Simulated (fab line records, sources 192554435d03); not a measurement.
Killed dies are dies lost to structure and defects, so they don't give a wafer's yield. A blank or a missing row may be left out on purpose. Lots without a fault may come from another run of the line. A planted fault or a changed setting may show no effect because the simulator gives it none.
fab line records | flow n5_finfet
record lots=12 wafers=34 last_day=18
route steps=1938 shown FIN_SAQP@147 FIN_CUT@169
lots that met no fault: from a run of the same line without faults
start_h: hours from the record's first day to the start of the lot's first wafer shown | wait_h: hours since the lot's step before | " the same as in the row above | L1.1+2: a row that stands for several wafers | - no value, or no start given | * or withheld: withheld | < > ~ a bound
route shown NAME@n: a module of which the file shows steps, and the number in the route of the first | usual: mean/standard deviation of fault-free wafers | same: alike in all rows | chamber/n: place in a boat | sites: the reading at each site | _std_site: their standard deviation | _edge_site: outer sites' mean less inner sites' | radius_mm: how far each site lies from the wafer's centre | mask NAME#n: copy n | behind: the tool/chamber that last shaped the wafer | hold: why the lot was held/for how many hours/how that ended | device: the transistor (n, p or np) that didn't switch | end of line: the same wafers' tests at the end of the route | a step without rows: its recipe alone | killed: dies lost to structure and defects at the first sort, not the wafer's yield | map: a wafer's dies, x killed, . not, _ none there
set.NAME: the setting as run; set.NAME@STEP: as run at that earlier step | model.NAME: the simulator's own value behind a step, which no gauge read
steps of the route over a sample of lots; a table a step, a row a wafer
services: from which hour (start_h, from the record's first day; less than 0 if before it) a tool's chamber was out of use, for how many hours, and why
## steps
# step N5_FIN_SAQP_FIN_ETCH_36
# recipe chemistry=HBr/Cl2/O2 target_depth_a=1200 mask_material=SiNx time_s=50.4 bias_w=102 pressure_mtorr=10 icp_w=800 HBr_flow_sccm=150 Cl2_flow_sccm=80 O2_flow_sccm=12
# usual drypump_motor_current_A=5.6/0.38 oes_product_au=1.011/0.024 throttle_valve_pct=36.0/0.35
# columns lot.wafer tool chamber start_h wait_h drypump_motor_current_A oes_product_au rf_hours_counter_h throttle_valve_pct
L155.2 rie_si-02 0 25.75 0.0 5.3 1.005 96 36.1
L155.3 " 1 " " 6.1 0.980 66 35.1
L155.5 " 0 " " 5.3 0.999 - 36.1
L156.3 rie_si-02 2 33.51 0.0 5.7 1.032 96 36.2
L156.4 " 1 " " 6.1 0.971 67 35.1
L156.6 " 2 " " 5.7 1.029 - 36.1
L157.1 rie_si-04 1 39.43 0.0 5.6 0.982 49 36.2
L157.2 " 2 " " 4.9 0.998 2 36.3
L157.6 " 3 " " 5.2 1.033 - 35.9
L159.1 rie_si-02 2 51.22 0.0 5.7 1.025 96 36.2
L159.4 " 1 " " 6.1 0.986 67 35.1
L162.4 rie_si-04 1 71.20 0.0 5.6 0.971 49 36.2
L162.6 " 3 " " 5.3 1.026 - 35.9
L163.2 rie_si-04 1 75.90 0.0 5.6 0.979 49 36.2
L163.4 " 3 " " 5.3 1.024 79 35.9
L163.5 " 1 " " 5.6 0.973 - 36.2
L164.2 rie_si-04 1 82.04 0.0 5.6 0.984 50 36.2
L164.3 " 3 " " 5.3 1.026 80 35.9
L164.4 " 0 " " 5.5 1.048 5 35.5
L169.1 rie_si-04 3 110.82 0.0 5.3 1.027 80 35.9
L169.3 " 0 " " 5.5 1.041 6 35.6
L169.4 " 1 " " 5.6 0.967 50 36.2
L170.1 rie_si-02 1 116.28 0.0 6.1 0.980 68 35.1
L170.2 " 0 " " 5.3 1.017 98 36.1
L170.6 " 1 " " 6.1 0.979 - 35.1
L174.1 rie_si-06 2 140.38 0.0 6.3 0.994 7 35.8
L174.2 " 0 " " 5.9 1.021 58 36.1
L174.5 " 2 " " 6.3 1.001 - 35.8
L177.3 rie_si-02 0 158.04 0.0 5.3 1.011 99 36.1
L177.5 " 3 " " 5.9 1.042 - 36.3
L177.6 " 0 " " 5.3 1.009 - 36.1
L178.2 rie_si-02 3 167.04 0.0 6.0 1.045 111 36.3
L178.3 " 0 " " 5.3 1.010 99 36.1
L178.5 " 2 " " 5.7 1.030 - 36.1
# step N5_FIN_CUT_ETCH_21
# recipe chemistry=N2/H2 target=SOC target_depth_a=2190 overetch_a=438 mask_material=SiARC temp_c=40 ion_energy_ev=100 bias_w=61 time_s=523.5 pressure_mtorr=30 source_w=850 n2_flow_sccm=200 h2_flow_sccm=200
# usual drypump_motor_current_A=5.8/0.31 h2_flow_sccm=200.0/0.65 oes_product_au=0.72/0.067 rf_vpp_V=240.1/1.2 showerhead_plenum_p_Torr=2.49/0.068 throttle_valve_pct=17.88/0.25
# columns lot.wafer tool chamber start_h wait_h drypump_motor_current_A h2_flow_sccm oes_product_au rf_hours_counter_h rf_vpp_V showerhead_plenum_p_Torr throttle_valve_pct
L155.2 rie_diel-06 3 27.13 0.0 5.9 199.3 0.74 95 239.9 2.44 17.57
L155.3 " 1 " " 5.6 201.7 0.74 120 239.2 2.47 17.86
L155.5 " 1 " " 5.7 200.7 0.73 - 238.3 2.47 17.87
L156.3 rie_diel-06 3 34.28 0.0 5.9 200.4 0.74 97 240.1 2.44 17.56
L156.4 " 2 " " 5.3 199.0 0.65 - 239.3 2.44 18.25
L156.6 " 3 " " 5.9 200.2 0.75 - 241.0 2.44 17.56
L157.1 rie_diel-03 1 40.20 0.0 6.0 199.8 0.75 96 242.0 2.58 17.86
L157.2 " 2 " " 6.1 200.6 0.68 154 238.9 2.44 17.66
L157.6 " 2 " " 6.0 199.3 0.67 - 240.5 2.44 17.66
L159.1 rie_diel-03 0 52.12 0.0 6.4 198.8 0.65 230 241.5 2.49 17.93
L159.4 " 3 " " 5.7 198.3 0.74 129 239.9 2.46 18.01
L162.4 rie_diel-03 2 72.10 0.0 6.1 200.5 0.66 165 240.6 2.43 17.68
L162.6 " 1 " " 5.9 201.6 0.74 - 240.0 2.58 17.87
L163.2 rie_diel-06 0 76.67 0.0 5.6 199.1 0.87 8 240.9 2.49 17.58
L163.4 " 2 " " 5.3 200.6 0.64 226 239.4 2.43 18.27
L163.5 " 1 " " 5.6 199.9 0.72 - 239.1 2.46 17.91
L164.2 rie_diel-06 2 82.93 0.0 5.3 199.3 0.65 228 239.2 2.43 18.29
L164.3 " 1 " " 5.6 200.2 0.72 139 239.9 2.46 17.91
L164.4 " 0 " " 5.6 199.4 0.87 11 239.2 2.49 17.58
L169.1 rie_diel-06 3 111.59 0.0 5.9 219.6 0.72 120 241.1 2.49 18.24
L169.3 " 2 " " 5.4 220.7 0.64 235 239.2 2.49 18.92
L169.4 " 0 " " 5.6 220.5 0.85 18 239.3 2.55 18.26
L170.1 rie_diel-06 0 117.36 0.0 5.5 220.0 0.85 20 239.0 2.55 18.27
L170.2 " 1 " " 5.7 219.8 0.71 149 240.4 2.51 18.54
L170.6 " 0 " " 5.6 219.5 0.84 - 239.8 2.55 18.27
L174.1 rie_diel-03 1 141.15 0.0 6.0 198.5 0.72 128 239.2 2.57 17.90
L174.2 " 3 " " 5.7 198.8 0.71 158 240.3 2.45 18.06
L174.5 " 1 " " 6.0 198.2 0.72 - 240.8 2.57 17.89
L177.3 rie_diel-03 0 158.81 0.0 6.4 199.8 0.89 2 240.3 2.48 17.54
L177.5 " 2 " " 6.0 200.3 0.65 - 239.6 2.42 17.73
L177.6 " 0 " " 6.4 200.3 0.89 - 240.2 2.48 17.53
L178.2 rie_diel-03 3 167.93 0.0 5.7 200.1 0.70 168 238.4 2.44 18.08
L178.3 " 1 " " 6.0 200.4 0.71 135 240.1 2.56 17.94
L178.5 " 0 " " 6.4 200.1 0.87 - 240.0 2.48 17.54
# step N5_FIN_CUT_PRECLEAN_35
# recipe time_s=13.3 temp_c=45 pressure_torr=125 p_hf_torr=3 p_coreactant_torr=25 chemistry=vHF
# usual drypump_motor_current_A=5.6/0.32
# columns lot.wafer tool chamber start_h wait_h drypump_motor_current_A
L155.2 vapor_etch-02 1 27.58 0.0 5.1
L155.3 " 1 " " 5.1
L155.5 " 0 " " 5.7
L156.3 vapor_etch-01 1 36.00 1.3 6.0
L156.4 " 0 " " 5.6
L156.6 " 0 " " 5.6
L157.1 vapor_etch-01 1 40.65 0.0 6.0
L157.2 " 0 " " 5.6
L157.6 " 1 " " 6.0
L159.1 vapor_etch-01 1 52.58 0.0 6.0
L159.4 " 1 " " 6.0
L162.4 vapor_etch-02 1 72.57 0.1 5.1
L162.6 " 1 " " 5.1
L163.2 vapor_etch-02 0 77.12 0.0 5.7
L163.4 " 0 " " 5.7
L163.5 " 0 " " 5.7
L164.2 vapor_etch-01 1 83.39 0.0 6.0
L164.3 " 0 " " 5.6
L164.4 " 1 " " 6.0
L169.1 vapor_etch-01 1 112.05 0.0 6.0
L169.3 " 1 " " 6.0
L169.4 " 0 " " 5.6
L170.1 vapor_etch-01 0 117.82 0.0 5.6
L170.2 " 1 " " 6.0
L170.6 " 0 " " 5.6
L174.1 vapor_etch-01 0 141.60 0.0 5.6
L174.2 " 1 " " 6.0
L174.5 " 0 " " 5.6
L177.3 vapor_etch-02 0 159.29 0.1 5.7
L177.5 " 0 " " 5.7
L177.6 " 1 " " 5.1
L178.2 vapor_etch-02 1 168.39 0.0 5.1
L178.3 " 0 " " 5.7
L178.5 " 1 " " 5.1
# step N5_FIN_CUT_CUT_ETCH_28
# recipe chemistry=HBr/Cl2/O2 target=Si target_depth_a=60 mask_material=SOC time_s=2.4 ion_energy_ev=* bias_w=* pressure_mtorr=10 icp_w=800 HBr_flow_sccm=150 Cl2_flow_sccm=80 O2_flow_sccm=12
# usual drypump_motor_current_A=5.32/0.24 oes_product_au=0.993/0.01 throttle_valve_pct=37.2/0.45
# columns lot.wafer tool chamber start_h wait_h drypump_motor_current_A oes_product_au rf_hours_counter_h throttle_valve_pct
L155.2 rie_si-05 1 27.72 0.0 5.56 0.979 179 36.7
L155.3 " 3 " " 5.70 0.996 4 37.4
L155.5 " 3 " " 5.72 0.992 - 37.4
L156.3 rie_si-03 1 36.12 0.0 5.44 0.979 6 36.6
L156.4 " 3 " " 4.96 0.988 62 37.2
L156.6 " 2 " " 5.24 0.994 - 37.4
L157.1 rie_si-01 1 40.79 0.0 4.83 0.985 83 37.9
L157.2 " 0 " " 5.52 1.005 100 37.4
L157.6 " 2 " " 5.33 0.999 - 38.2
L159.1 rie_si-05 3 52.71 0.0 5.72 0.996 5 37.4
L159.4 " 2 " " 5.47 0.971 138 37.4
L162.4 rie_si-01 1 72.69 0.0 4.86 0.989 84 37.9
L162.6 " 2 " " 5.34 0.992 - 38.2
L163.2 rie_si-03 3 77.26 0.0 4.95 1.009 63 37.2
L163.4 " 2 " " 5.27 0.994 93 37.4
L163.5 " 2 " " 5.25 0.990 - 37.4
L164.2 rie_si-03 3 83.52 0.0 4.96 0.999 63 37.2
L164.3 " 1 " " 5.43 0.975 6 36.6
L164.4 " 0 " " 5.45 0.996 169 36.7
L169.1 rie_si-03 3 112.19 0.0 4.96 0.998 63 37.2
L169.3 " 0 " " 5.46 0.996 169 36.7
L169.4 " 2 " " 5.26 0.994 94 37.4
L170.1 rie_si-03 2 117.95 0.0 5.24 0.992 94 37.4
L170.2 " 0 " " 5.45 1.007 170 36.7
L170.6 " 0 " " 5.45 0.999 - 36.7
L174.1 rie_si-03 1 141.74 0.0 5.41 0.976 8 36.6
L174.2 " 0 " " 5.43 0.997 170 36.7
L174.5 " 1 " " 5.41 0.979 - 36.6
L177.3 rie_si-05 2 159.41 0.0 5.44 0.989 140 37.4
L177.5 " 0 " " 5.04 0.991 - 37.0
L177.6 " 1 " " 5.55 0.985 - 36.8
L178.2 rie_si-01 1 168.53 0.0 4.84 0.985 85 37.9
L178.3 " 2 " " 5.35 0.992 156 38.2
L178.5 " 2 " " 5.32 1.000 - 38.2
## services
# columns tool chamber start_h hours kind
rie_si-03 1 4.08 1.9 repair
rie_si-03 - 17.12 0.2 repair
rie_diel-06 0 26.55 - clean
rie_diel-06 0 26.55 - consumable_replace:focus_ring
rie_diel-06 0 26.55 26.1 scheduled_down
rie_diel-06 0 26.55 26.1 vent_cycle
vapor_etch-02 - 31.69 4.9 repair
rie_diel-06 2 42.27 12.2 repair
rie_si-02 1 43.69 3.7 repair
rie_si-05 2 47.64 4.9 repair
rie_si-01 2 52.77 12.3 repair
rie_si-03 0 62.68 2.8 repair
rie_diel-06 - 90.88 0.7 repair
rie_si-02 2 108.39 5.3 repair
rie_diel-03 0 116.90 - clean
rie_diel-03 0 116.90 - consumable_replace:esc
rie_diel-03 0 116.90 - consumable_replace:focus_ring
rie_si-01 - 117.01 2.8 pm
rie_si-06 0 120.28 8.8 repair
rie_si-06 2 148.45 9.2 repair
rie_si-06 - 149.39 14.6 pm
rie_diel-03 1 154.43 5.8 repair
rie_diel-06 3 165.87 11.5 repair
rie_si-06 1 165.99 5.2 repair
## key
first_sign step=N5_FIN_CUT_ETCH_21 reading=h2_flow_sccm direction=up sigmas=31 usual=200.0 struck=220.0
effect step=N5_FIN_CUT_ETCH_21 reading=throttle_valve_pct direction=up sigmas=2.2 usual=* struck=*
met_at N5_FIN_CUT_ETCH_21
struck_lots L169,L170
tester_left_out L169,L170
not_acting_at N5_FIN_SAQP_FIN_ETCH_36,N5_FIN_CUT_PRECLEAN_35,N5_FIN_CUT_CUT_ETCH_28
onset_between 82.93 111.59
fault kind=process_parameter_drift tool=rie_diel-06 chamber=- onset_h=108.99 steps=N5_FIN_CUT_ETCH_21 channel=h2_flow_sccm offset=20 shape=step end_h=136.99 acts_in=these_recipes_only stated=200
# tester_left_out: of these lots the tester's yield and bins aren't shown, on N5 and GAA mostly nor the transistor test; their killed dies are dies lost to structure and defects alone, not to doping, threshold or leakage, so they don't give the yield
